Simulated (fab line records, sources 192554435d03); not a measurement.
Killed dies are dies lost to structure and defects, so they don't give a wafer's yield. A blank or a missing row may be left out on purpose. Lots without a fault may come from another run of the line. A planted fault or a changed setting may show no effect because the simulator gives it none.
Problem report in the 8D (eight disciplines) form, filled by code | flow n5_finfet | the parts of the form that need people (team, actions taken, sign-off) are left out

1. THE PROBLEM
EOT_N at N5_BEOL_M4_RC_MEAS_101 reads a mean of 13.08 on 3 wafers of 3 lots; wafers without a fault read 10.54 with a standard deviation of 0.11. That is +23 standard deviations from the usual mean.
First seen on wafer L886.5, day 9 13:43, on prober-02. The record holds 13 wafers of 5 lots with a number at this step. Rule for "out", or "out of limits": more than 4 standard deviations from the usual mean. The other wafers with a number count as sound.

2. WHAT IT IS AND WHAT IT IS NOT
question                    | is                                                                                         | is not
which readings at this step | EOT_N, DIBL_P, EOT_P, IGATE_N, IGATE_P, IOFF_N, IOFF_N_LIN, IOFF_P, IOFF_P_85C, IOFF_P_LIN | ION_N
which lots                  | L886, L887, L888                                                                           | L881, L898
which wafers of those lots  | L886.5, L887.5, L888.5                                                                     | L886.3, L886.6, L887.6, L888.3
read on which gauges        | prober-01, prober-02                                                                       | -
when                        | from day 9 13:43                                                                           | up to then (5 sound wafers); but 5 sound wafers of L887, L888, L898 came after

3. SUSPECTS, AND WHAT RULES EACH OUT
Counting: a tool at a process step up to the reading stays a suspect if it ran every lot that is out. Sound lots after the first of them don't rule it out here, since some wafers of a struck lot are sound.
- the gauge at N5_BEOL_M4_RC_MEAS_101: ruled out. The wafers that are out were read on 2 gauges (prober-01, prober-02).
- remote_plasma-02 at N5_DUMMY_REMOVAL_PRECLEAN_08 (cleans in NF3:NH3, afs cycles 2, time 20 s, sublimation time 60 s): kept. It ran every lot that is out, first L886 (day 5 16:30).
Left after counting: remote_plasma-02 at N5_DUMMY_REMOVAL_PRECLEAN_08.

4. THE CAUSE (what the simulator had put in)
Process parameter drift: remote_plasma-02, from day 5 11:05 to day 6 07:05, at N5_DUMMY_REMOVAL_PRECLEAN_08. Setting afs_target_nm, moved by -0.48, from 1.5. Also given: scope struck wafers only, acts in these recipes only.
Counting left only this tool.

5. THE CHAIN OF EFFECTS, in route order
Each row: a reading whose mean over the struck wafers that have a number lies more than 3 standard deviations from the usual. Only readings for which the record gives a usual standard deviation are gone through. hours: the time from each lot's start at the first step in this table that gives one to its start at this step, as a median over the lots. sigmas: the change in usual standard deviations.
hours | step                    | reading        | usual        | on struck wafers | change  | sigmas
0     | N5_BEOL_M4_RC_MEAS_101  | DIBL_N         | 36.4 mV/V    | 43.8             | +7.4    | +4.6
0     | N5_BEOL_M4_RC_MEAS_101  | DIBL_P         | 35.9 mV/V    | 45.1             | +9.2    | +4.6
0     | N5_BEOL_M4_RC_MEAS_101  | EOT_N          | 10.54        | 13.08            | +2.54   | +23
0     | N5_BEOL_M4_RC_MEAS_101  | EOT_P          | 10.47        | 12.93            | +2.46   | +22
0     | N5_BEOL_M4_RC_MEAS_101  | IGATE_N        | 0.0128 nA/um | 0.0008           | -0.0120 | -5.7
0     | N5_BEOL_M4_RC_MEAS_101  | IGATE_P        | 0.0038 nA/um | 0.0002           | -0.0036 | -5.8
0     | N5_BEOL_M4_RC_MEAS_101  | IOFF_N         | 0.152 nA/um  | 0.326            | +0.174  | +5.8
0     | N5_BEOL_M4_RC_MEAS_101  | IOFF_N_85C     | 3.0 nA/um    | 5.7              | +2.7    | +5.6
0     | N5_BEOL_M4_RC_MEAS_101  | IOFF_N_LIN     | 0.071 nA/um  | 0.145            | +0.074  | +6.7
0     | N5_BEOL_M4_RC_MEAS_101  | IOFF_P         | 0.20 nA/um   | 0.38             | +0.18   | +5.7
0     | N5_BEOL_M4_RC_MEAS_101  | IOFF_P_85C     | 3.5 nA/um    | 6.0              | +2.5    | +5.4
0     | N5_BEOL_M4_RC_MEAS_101  | IOFF_P_LIN     | 0.095 nA/um  | 0.172            | +0.077  | +6.4
0     | N5_BEOL_M4_RC_MEAS_101  | SS_P           | 73.2 mV/dec  | 75.4             | +2.2    | +3.2
100   | N5_PASSIVATION_PROBE_49 | sort_n_pass    | 1083         | 1034             | -49     | -3.5
100   | N5_PASSIVATION_PROBE_49 | sort_yield_pct | 91.7 %       | 87.6             | -4.1    | -3.4
The process steps in it:
- N5_PASSIVATION_PROBE_49

6. WHAT WOULD HAVE CAUGHT IT SOONER
In this record the first reading out of limits at a measuring or inspecting step was taken at day 9 13:43, 99 hours after the fault began at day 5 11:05.
All the lots that are out (3) had begun N5_DUMMY_REMOVAL_PRECLEAN_08 on remote_plasma-02 by day 9 13:43. A hold on the tool at that time would have spared none of them.
